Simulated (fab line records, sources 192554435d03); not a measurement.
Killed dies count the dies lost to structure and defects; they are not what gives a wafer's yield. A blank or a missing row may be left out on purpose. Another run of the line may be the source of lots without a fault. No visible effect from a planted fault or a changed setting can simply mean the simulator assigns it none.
fab line records | flow n5Finfet
[record] lots = 4 | wafers = 12 | lastDay = 17
route steps=1938 shown SD_EPI_P@309 SD_ACTIVATION@330 ILD0@335 SDB@347 MOL_CONTACT_COAG@538 BEOL_M4@1111 PASSIVATION@1936
lots with no fault: from the same line, run without faults
startH: start of the lot's first displayed wafer, in hours after the record's first day | waitH: time in hours since the lot's previous step | " repeats the value in the row above | L1.1+2: a row that stands for several wafers | - no value, or no start was given | * or withheld: withheld | < > ~ a bound
route shown NAME@n: NAME is a module with steps in the file, n the number in the route of the first one | usual: mean/standard deviation taken from wafers without a fault | same: alike in all rows | chamber/n: place in a boat | sites: the reading at each site | _std_site: their standard deviation | _edge_site: outer sites' mean less inner sites' | radiusMm: for every site, how far away it sits from the centre of the wafer | mask NAME#n: copy n | behind: the tool/chamber that last shaped the wafer | hold: reason for holding the lot/hours on hold/outcome of the hold | device: names the non-switching transistor (n, p or np) | end of line: tests of these same wafers at the route's end | step lacking rows: just its recipe | killed: dies lost to structure and defects at the first sort, not the wafer's yield | map: the dies of a wafer, with x for killed, . for not killed, _ for no die there
set.NAME: setting as actually run; set.NAME@STEP: the setting as run at that earlier step | model.NAME: the simulator's own value behind a step, which no gauge read
a table for each step, a row for each wafer; lots at some steps of the route
services: a tool's chamber out of use, with start hour (startH, from the record's first day; less than 0 if before it), hours out, and reason
[[steps]]
[step N5_SD_EPI_P_STRIP_38]
[recipe] chemistry = N2/H2 | tempC = 40 | n2FlowSccm = 200 | h2FlowSccm = 200 | rfFrequencyHz = 6e+07
[step N5_SD_EPI_P_ETCHBACK_46]
[recipe] chemistry = CH3F/O2 | mode = anisotropicEtchback | target = SiNx | targetDepthA = 175 | stopOn = SiO2 | overEtchFrac = 0.3 | ionEnergyEv = 120 | pressureMtorr = 30 | sourceW = 395 | biasW = 73 | Ar_flow_sccm = 150 | CH3F_flow_sccm = 30 | O2_flow_sccm = 20
[step N5_SD_EPI_P_ETCH_47]
[recipe] chemistry = CH3F/O2 | target = SiOCN | targetDepthA = 250 | maskMaterial = SOC | ionEnergyEv = 60 | biasW = 29 | pressureMtorr = 30 | sourceW = 410 | Ar_flow_sccm = 150 | CH3F_flow_sccm = 30 | O2_flow_sccm = 20
[step N5_SD_EPI_P_ETCH_16]
[recipe] chemistry = CHF3/O2 | target = SiO2 | targetDepthA = 50 | maskMaterial = SOC | pressureMtorr = 30 | sourceW = 650 | biasW = 170 | Ar_flow_sccm = 200 | CHF3_flow_sccm = 50 | O2_flow_sccm = 5 | ionEnergyEv = 200
[step N5_SD_EPI_P_STRIP_50]
[recipe] chemistry = CHF3/O2 | resist = SiARC | rfFrequencyHz = 6e+07
[step N5_SD_EPI_P_SD_RECESS_17]
[recipe] chemistry = HBr/Cl2/O2 | targetDepthA = 391 | btTimeS = 3 | pressureMtorr = 10 | icpW = 800 | biasW = 112 | HBr_flow_sccm = 150 | Cl2_flow_sccm = 80 | O2_flow_sccm = 12
[step N5_SD_EPI_P_WET_ETCH_45]
[recipe] chemistry = dHF | dilution = withheld | timeS = 10.7 | target = SiO2 | targetDepthA = 20 | tempC = 25 | dry = ipaMarangoni | rinseTimeS = 30 | rinseTempC = 23
[step N5_SD_EPI_P_STRIP_40]
[recipe] chemistry = N2/H2 | powerW = 1000 | tempC = 250 | h2Frac = 0.65 | overashFraction = 0.3 | pressureMtorr = withheld | n2FlowSccm = 1750 | h2FlowSccm = 3250
[step N5_SD_EPI_P_PRECLEAN_52]
[recipe] chemistry = O3/DIW | timeS = 60 | tempC = 22 | o3Ppm = 10
[step N5_SD_EPI_P_SRD_20]
[recipe] dry = ipaMarangoni | doPpb = 5 | timeS = 30 | tempC = 23 | rinseLiquid = diw
[step N5_SD_EPI_P_PRECLEAN_51]
[recipe] chemistry = NF3:NH3 | afsCycles = 1 | tempC = 30 | timeS = 20 | sublimationTempC = 180 | sublimationTimeS = 60 | pressureTorr = 3 | rfPowerW = 30
[step N5_SD_EPI_P_VAPOR_ETCH_44]
[recipe] chemistry = NF3/Ar | target = SiGe30 | tempC = 25 | timeS = 3.3 | mode = isotropic
[step N5_SD_EPI_P_EPI_21]
[recipe] material = SiGe:B | dopant = B | tempC = 550 | pressureTorr = 20 | ambient = H2 | timeS = 355
[usual] chamberPressureTorr = 20.00/0.045
lot.wafer | tool        | chamber | startH | waitH | chamberPressureTorr | model.SiGe-B_of_SD_EPI_P_EPI_21.thkNm
L322.4    | epiRpcvd-01 | 0       | 82.65  | 1.5   | 20.01               | 61.4
L322.5    | "           | 0       | "      | "     | 19.98               | 61.8
L322.6    | "           | 0       | "      | "     | 20.03               | 61.2
L323.1    | epiRpcvd-03 | 0       | 94.02  | 0.1   | 19.98               | 54.8
L323.3    | "           | 0       | "      | "     | 19.99               | 54.8
L323.6    | "           | 0       | 95.82  | 1.8   | 19.96               | 54.8
L326.2    | epiRpcvd-03 | 0       | 104.02 | 0.5   | 19.94               | 56
L326.5    | "           | 0       | 105.10 | 1.5   | 20.00               | 56.6
L326.6    | "           | 0       | "      | "     | 19.96               | 56
L339.4    | epiRpcvd-03 | 0       | 188.46 | 1.1   | 20.05               | 60.6
L339.5    | "           | 0       | "      | "     | 20.00               | 60.4
L339.6    | "           | 0       | "      | "     | 20.06               | 61.4
[step N5_SD_EPI_P_EPI_MEAS_23]
[recipe] mode = xrd
[usual] thkNm = 61.0/1.1
lot.wafer | tool         | chamber | startH | waitH | thkNm
L322.4    | filmMetro-01 | -       | 84.13  | 1.0   | 61.8
L322.5    | "            | -       | "      | "     | 62.3
L322.6    | "            | -       | "      | "     | 62.8
L323.1    | filmMetro-02 | -       | 96.22  | 1.8   | 54.6
L323.3    | "            | -       | "      | "     | 54.2
L323.6    | "            | -       | "      | "     | 57.2
L326.2    | filmMetro-02 | -       | 105.88 | 1.5   | 58.1
L326.5    | "            | -       | "      | "     | 56.9
L326.6    | "            | -       | "      | "     | 56.9
L339.4    | filmMetro-02 | -       | 189.58 | 0.8   | 60.2
L339.5    | "            | -       | "      | "     | 60.2
L339.6    | "            | -       | "      | "     | 61.7
[step N5_SD_EPI_P_HM_STRIP_48]
[recipe] chemistry = H3PO4 | tempC = 160 | material = SiNx | target = SiNx | targetDepthA = 30 | overetchFraction = 0.3
[step N5_SD_EPI_P_SRD_49]
[recipe] dry = ipaMarangoni | timeS = 30 | tempC = 23 | rinseLiquid = diw
[step N5_SD_EPI_P_PRECLEAN_24]
[recipe] chemistry = O3/DIW | timeS = 45 | tempC = 22 | o3Ppm = 10
[step N5_SD_EPI_P_PRECLEAN_32]
[recipe] chemistry = dHF | timeS = 10 | dilution = 500:1 | tempC = 25
[step N5_SD_EPI_P_PRECLEAN_33]
[recipe] chemistry = SC2 | timeS = 45 | tempC = 35 | mix = 1:1:50
[step N5_SD_EPI_P_SRD_25]
[recipe] timeS = 30 | tempC = 23 | rinseLiquid = diw | dry = ipaMarangoni
[step N5_SD_ACTIVATION_RTA_00]
[recipe] tempC = 975 | timeS = 0 | ambient = N2 | idleTempC = 600 | rampUpCPerS = 150 | rampDownCPerS = 60 | coolToC = 600
[step N5_SD_ACTIVATION_LSA_01]
[recipe] tempC = 1080 | timeS = 0.0008 | ambient = N2
[step N5_SD_ACTIVATION_RS_MEAS_03]
[recipe] thkMeasGauge = four-point-probe
[usual] RS_SD_N = 21.93/0.3 | RS_SD_P = 56.0/1
lot.wafer | tool         | chamber | startH | waitH | RS_SD_N[ohm/sq] | RS_SD_P[ohm/sq]
L322.4    | filmMetro-02 | -       | 84.79  | 0.1   | 22.17           | 55.5
L322.5    | "            | -       | "      | "     | 21.69           | 54.6
L322.6    | "            | -       | "      | "     | 21.83           | 55.5
L323.1    | filmMetro-02 | -       | 96.82  | 0.2   | 21.97           | 62.8
L323.3    | "            | -       | "      | "     | 22.24           | 63.3
L323.6    | "            | -       | "      | "     | 21.93           | 62.0
L326.2    | filmMetro-02 | -       | 106.57 | 0.2   | 22.55           | 61.2
L326.5    | "            | -       | "      | "     | 22.11           | 61.2
L326.6    | "            | -       | "      | "     | 22.28           | 61.4
L339.4    | filmMetro-02 | -       | 190.24 | 0.1   | 22.27           | 56.8
L339.5    | "            | -       | "      | "     | 22.23           | 56.8
L339.6    | "            | -       | "      | "     | 22.05           | 56.7
[step N5_ILD0_LINER_00]
[recipe] material = SiNx | targetThkA = 40 | tempC = 400 | aldPrecursorFamily = SiH2I2 | aldCoReactant = N2/H2-plasma | pulseTimeS = 1 | purgeTimeS = 2 | coReactantPurgeTimeS = 2 | aldCycles = 80 | pressureTorr = 2
[step N5_ILD0_FCVD_FILL_01]
[recipe] material = SiO2_flowable | targetThkA = 2000 | tempC = 100 | pressureTorr = 0.8 | rfW = 2000 | timeS = 328.3
[step N5_ILD0_CURE_02]
[recipe] tempC = 450 | timeS = 1800 | ambient = steam | idleTempC = 400 | rampUpCPerMin = 5 | rampDownCPerMin = 3 | densificationPH2oTorr = 640
[step N5_ILD0_CMP_03]
[recipe] stopOn = SiNx | tOverpolishS = 1.9 | postCmpClean = alkalineBrush | downForcePsi = 4.1491 | platenRpm = 51.796 | padVelocityMS = 1.0306 | targetThkNm = 197.38
[step N5_ILD0_CMP_07]
[recipe] stopOn = poly-Si | material = SiO2_flowable | tOverpolishS = 1.18 | postCmpClean = alkalineBrush | downForcePsi = 4.1491 | platenRpm = 51.796 | padVelocityMS = 1.0306 | targetThkNm = 138.88
[step N5_ILD0_PRECLEAN_10]
[recipe] chemistry = NF3:NH3 | afsCycles = 5 | timeS = 20 | tempC = 30 | sublimationTempC = 180 | sublimationTimeS = 60 | pressureTorr = 3 | rfPowerW = 30
[step N5_ILD0_ALD_15]
[recipe] material = SiNx | targetThkA = 240 | tempC = 400 | aldPrecursorFamily = SiH2I2 | aldCoReactant = N2/H2-plasma | pulseTimeS = 1 | aldCycles = 480 | purgeTimeS = 2 | coReactantPurgeTimeS = 2 | pressureTorr = 2
[step N5_ILD0_CMP_12]
[recipe] stopOn = poly-Si | material = SiNx | tOverpolishS = 6 | postCmpClean = alkalineBrush | downForcePsi = 2.5 | platenRpm = 51.8 | padVelocityMS = 1.0307 | targetThkNm = 17.67
[step N5_SDB_HM_DEP_00]
[recipe] material = SiNx | targetThkA = 400 | tempC = 400 | precursor = SiH4/NH3/N2 | pressureTorr = 1.5 | rfW = 300 | timeS = 35.3
[step N5_SDB_COAT_03]
[recipe] resist = SOC | tempC = 250 | timeS = 60 | spinRpm = 1500 | resistThkNm = 100
[step N5_SDB_COAT_04]
[recipe] resist = SiARC | tempC = 220 | timeS = 60 | spinRpm = 1500 | resistThkNm = 18
[step N5_SDB_COAT_05]
[recipe] resist = CAR-ArF | spinRpm = 1500 | resistThkNm = 90
[step N5_MOL_CONTACT_COAG_ETCH_110]
[recipe] chemistry = CF4/O2 | target = Si | targetDepthA = 25 | timeS = 8 | pressureMtorr = 100 | sourceW = 200 | biasW = 12 | ionEnergyEv = 60 | Ar_flow_sccm = 100 | cf4FlowSccm = 100 | O2_flow_sccm = 10
[usual] chamberPressureMTorr = 99.99/0.089 | drypumpMotorCurrentA = 5.6/0.42 | mfcArSccm = 100.0/0.31 | oes_f_703_au = 0.81/0.093 | oesProductAu = 0.80/0.083 | rfVppV = 126/3.6 | showerheadPlenumPTorr = 2.22/0.066 | throttleValvePct = 10.69/0.22
lot.wafer | tool       | chamber | startH | waitH | chamberPressureMTorr | drypumpMotorCurrentA | mfcArSccm | oes_f_703_au | oesProductAu | rfHoursCounterH | rfVppV | showerheadPlenumPTorr | throttleValvePct | model.SiGe-B_of_SD_EPI_P_EPI_21.thkNm
L322.4    | rieDiel-06 | 0       | 114.54 | 0.0   | 99.93                | 5.2                  | 100.0     | 0.73         | 0.74         | 180             | 122    | 2.31                  | 10.66            | 58.4
L322.5    | "          | 2       | "      | "     | 99.99                | 5.8                  | 99.3      | 0.95         | 0.93         | -               | 124    | 2.26                  | 10.52            | 58.6
L322.6    | "          | 1       | "      | "     | 99.89                | 6.3                  | 100.1     | 1.07         | 0.99         | -               | 121    | 2.35                  | 10.37            | 58.2
L323.1    | rieDiel-01 | 3       | 128.10 | 0.0   | 100.13               | 6.1                  | 100.5     | 0.70         | 0.72         | 232             | 129    | 2.19                  | 10.95            | 52.2
L323.3    | "          | 0       | "      | "     | 99.96                | 5.2                  | 100.4     | 0.85         | 0.85         | 52              | 132    | 2.34                  | 10.52            | 52.2
L323.6    | "          | 2       | "      | "     | 99.96                | 5.6                  | 99.7      | 0.90         | 0.90         | -               | 122    | 2.17                  | 10.41            | 52.2
L326.2    | rieDiel-06 | 3       | 136.28 | 0.0   | 99.99                | 5.0                  | 99.9      | 0.84         | 0.88         | 33              | 123    | 2.18                  | 10.60            | 53.4
L326.5    | "          | 1       | "      | "     | 100.18               | 6.3                  | 100.1     | 1.04         | 0.95         | -               | 122    | 2.35                  | 10.40            | 53.8
L326.6    | "          | 2       | "      | "     | 100.13               | 5.8                  | 99.8      | 0.93         | 0.91         | -               | 127    | 2.26                  | 10.53            | 53
L339.4    | rieDiel-01 | 0       | 219.95 | 0.0   | 100.04               | 5.2                  | 99.6      | 0.80         | 0.80         | -               | 130    | 2.32                  | 10.63            | 57.8
L339.5    | "          | 1       | "      | "     | 100.07               | 5.3                  | 100.0     | 0.70         | 0.71         | -               | 130    | 2.18                  | 11.22            | 57.4
L339.6    | "          | 2       | "      | "     | 99.86                | 5.6                  | 99.9      | 0.86         | 0.83         | -               | 123    | 2.16                  | 10.53            | 58.6
[step N5_BEOL_M4_RC_MEAS_101]
[usual] DIBL_N = 36.4/2.7 | DIBL_P = 36/3.2 | IOFF_N = 0.16/0.046 | IOFF_P = 0.21/0.055 | ION_N = 677/15 | ION_P = 464/11 | RS_SD_P = 65.8/1.1 | SS_N = 71.5/0.79 | SS_P = 73.3/0.93 | VT_N = 250/4.1 | VT_P = -251/4.4
lot.wafer | tool      | chamber | startH | waitH | DIBL_N[mV/V] | DIBL_P[mV/V] | IOFF_N[nA/um] | IOFF_P[nA/um] | ION_N[uA/um] | ION_P[uA/um] | RS_SD_P[ohm/sq] | SS_N[mV/dec] | SS_P[mV/dec] | VT_N[mV] | VT_P[mV]
L322.4    | prober-02 | 0       | 207.21 | 0.5   | 36.5         | 36           | 0.16          | 0.21          | 672          | 460          | 64.1            | 71.5         | 73.0         | 249      | -251
L322.5    | "         | 0       | "      | "     | 34.8         | 33           | 0.13          | 0.17          | 668          | 465          | 64.2            | 71.4         | 71.8         | 250      | -251
L322.6    | "         | 0       | "      | "     | 37.0         | 36           | 0.17          | 0.22          | 686          | 462          | 64.5            | 71.7         | 73.2         | 248      | -248
L323.1    | prober-02 | 0       | 216.76 | 0.0   | 36.4         | 35           | 0.16          | 0.15          | 673          | 447          | 74.0            | 71.5         | 73.0         | 251      | -255
L323.3    | "         | 0       | "      | "     | 36.5         | 37           | 0.17          | 0.18          | 696          | 470          | 73.1            | 72.0         | 73.5         | 248      | -256
L323.6    | "         | 0       | "      | "     | 38.9         | 39           | 0.19          | 0.21          | 671          | 452          | 73.1            | 73.0         | 73.8         | 248      | -253
L326.2    | prober-02 | 0       | 230.95 | 0.2   | 41.4         | 42           | 0.23          | 0.30          | 676          | 452          | 72.5            | 71.9         | 74.9         | 248      | -248
L326.5    | "         | 0       | "      | "     | 36.1         | 35           | 0.13          | 0.18          | 658          | 448          | 71.5            | 71.0         | 73.1         | 256      | -257
L326.6    | "         | 0       | "      | "     | 35.3         | 35           | 0.13          | 0.18          | 664          | 449          | 72.5            | 71.0         | 73.9         | 251      | -252
L339.4    | prober-02 | 0       | 317.09 | 0.5   | 39.8         | 40           | 0.23          | 0.26          | 692          | 470          | 66.9            | 72.3         | 74.0         | 245      | -246
L339.5    | "         | 0       | "      | "     | 37.0         | 37           | 0.17          | 0.21          | 698          | 472          | 67.4            | 71.3         | 73.3         | 248      | -250
L339.6    | "         | 0       | "      | "     | 40.3         | 42           | 0.26          | 0.30          | 696          | 471          | 66.3            | 73.2         | 74.7         | 244      | -246
[step N5_PASSIVATION_PROBE_49]
[usual] defectLimitedYield = 91.1/1.4 | killed_at_M0_to_M3 = 34/9.7 | killed_at_M4_up = 13/5.1 | killedAtContacts = 14/6.3 | killedAtFrontEnd = 40/11 | killedAtOther = 3.5/2.7 | killedDies = 105/16 | killedOpen = 70/12 | killedShort = 34/7.8 | sort_bin_4_leakage = 0.02/0.13 | sort_bin_5_function = 5.2/0.88 | sort_bin_6_memory = 3.3/0.7 | sortNPass = 1074/17 | sortYieldPct = 91.0/1.5
[same] grossDies = 1180 | killedAtBackSide = 0 | sort_bin_8_speed[%] = 0
lot.wafer | tool      | chamber | startH | waitH | defectLimitedYield[%] | killed_at_M0_to_M3 | killed_at_M4_up | killedAtContacts | killedAtFrontEnd | killedAtOther | killedDies | killedOpen | killedShort | sort_bin_4_leakage[%] | sort_bin_5_function[%] | sort_bin_6_memory[%] | sortNPass | sortYieldPct[%]
L323.1    | prober-01 | -       | 320.87 | 0.0   | 91.9                  | 40                 | 10              | 9                | 29               | 8             | 96         | 59         | 34          | 0                     | 4.6                    | 3.1                  | 1084      | 91.9
L323.3    | prober-01 | -       | 320.97 | 0.1   | 91.7                  | 33                 | 10              | 16               | 37               | 2             | 98         | 69         | 28          | 0                     | 5.1                    | 3.0                  | 1082      | 91.7
L323.6    | prober-01 | -       | 321.12 | 0.3   | 91.9                  | 30                 | 19              | 11               | 31               | 4             | 95         | 62         | 32          | 0                     | 5.0                    | 2.7                  | 1085      | 91.9
// killed by level:class
L323.1 BEOL_M2:geometricParticle:open=8 MOL_CONTACT_COAG:geometricParticle:open=8 FIN_SAQP:geometricParticle:short=7 BEOL_M0_SAQP:geometricParticle:short=7 BEOL_M1:geometricParticle:open=7 BEOL_M0_SAQP:geometricParticle:open=6 STI_FIN_REVEAL:geometricParticle:open=5 STARTING-WAFER:geometricParticle:open=4
L323.3 MOL_CONTACT_COAG:geometricParticle:open=15 STI_FIN_REVEAL:geometricParticle:open=8 BEOL_M3:geometricParticle:open=8 FIN_SAQP:geometricParticle:short=6 BEOL_M2:geometricParticle:open=6 BEOL_M0_SAQP:geometricParticle:open=5 DUMMY_GATE:geometricParticle:open=4 GATE_CUT:geometricParticle:short=4
L323.6 MOL_CONTACT_COAG:geometricParticle:open=10 BEOL_M1:geometricParticle:open=7 FIN_SAQP:geometricParticle:short=6 STI_FIN_REVEAL:geometricParticle:open=6 BEOL_M4:geometricParticle:open=6 BEOL_M2:geometricParticle:open=5 BEOL_M5:geometricParticle:open=5 DUMMY_GATE:geometricParticle:open=4
[[services]]
tool        | chamber | startH | hours | kind
rieDiel-06  | 1       | 88.25  | -     | clean
rieDiel-06  | 1       | 88.25  | -     | consumableReplace:focusRing
rieDiel-06  | 1       | 88.25  | -     | consumableReplace:showerhead
rieDiel-06  | 1       | 88.25  | 19.6  | scheduledDown
rieDiel-06  | 1       | 88.25  | 19.6  | ventCycle
epiRpcvd-01 | -       | 129.81 | 1.1   | repair
rieDiel-01  | -       | 144.78 | 4.3   | pm
rieDiel-06  | 3       | 173.08 | 5.7   | repair
rieDiel-01  | 3       | 205.59 | -     | clean
rieDiel-01  | 3       | 205.59 | -     | consumableReplace:focusRing
rieDiel-01  | 3       | 205.59 | 19.6  | scheduledDown
rieDiel-01  | 3       | 205.59 | 19.6  | ventCycle
[[key]]
[firstSign] step = N5_SD_EPI_P_EPI_MEAS_23 | reading = thkNm | direction = down | sigmas = 4.1 | usual = * | struck = *
[effect] step = N5_SD_ACTIVATION_RS_MEAS_03 | reading = RS_SD_P | direction = up | sigmas = 5.8 | usual = 56.0 | struck = 62.0
[effect] step = N5_BEOL_M4_RC_MEAS_101 | reading = RS_SD_P | direction = up | sigmas = 6.3 | usual = 65.8 | struck = 72.8
[modelEffect] step = N5_SD_EPI_P_EPI_21 | value = SiGe-B_of_SD_EPI_P_EPI_21.thkNm | without = 60.17 | struck = 55.5
[modelEffect] step = N5_MOL_CONTACT_COAG_ETCH_110 | value = SiGe-B_of_SD_EPI_P_EPI_21.thkNm | without = 57.27 | struck = 52.8
metAt N5_SD_EPI_P_EPI_21
struckWafers L323.1,L323.3,L323.6,L326.2,L326.5,L326.6
[fault] kind = processParameterDrift | tool = epiRpcvd-03 | chamber = 0 | onsetH = 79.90 | steps = N5_SD_EPI_P_EPI_21 | channel = timeS | offset = * | shape = step | endH = 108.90 | actsIn = * | stated = *
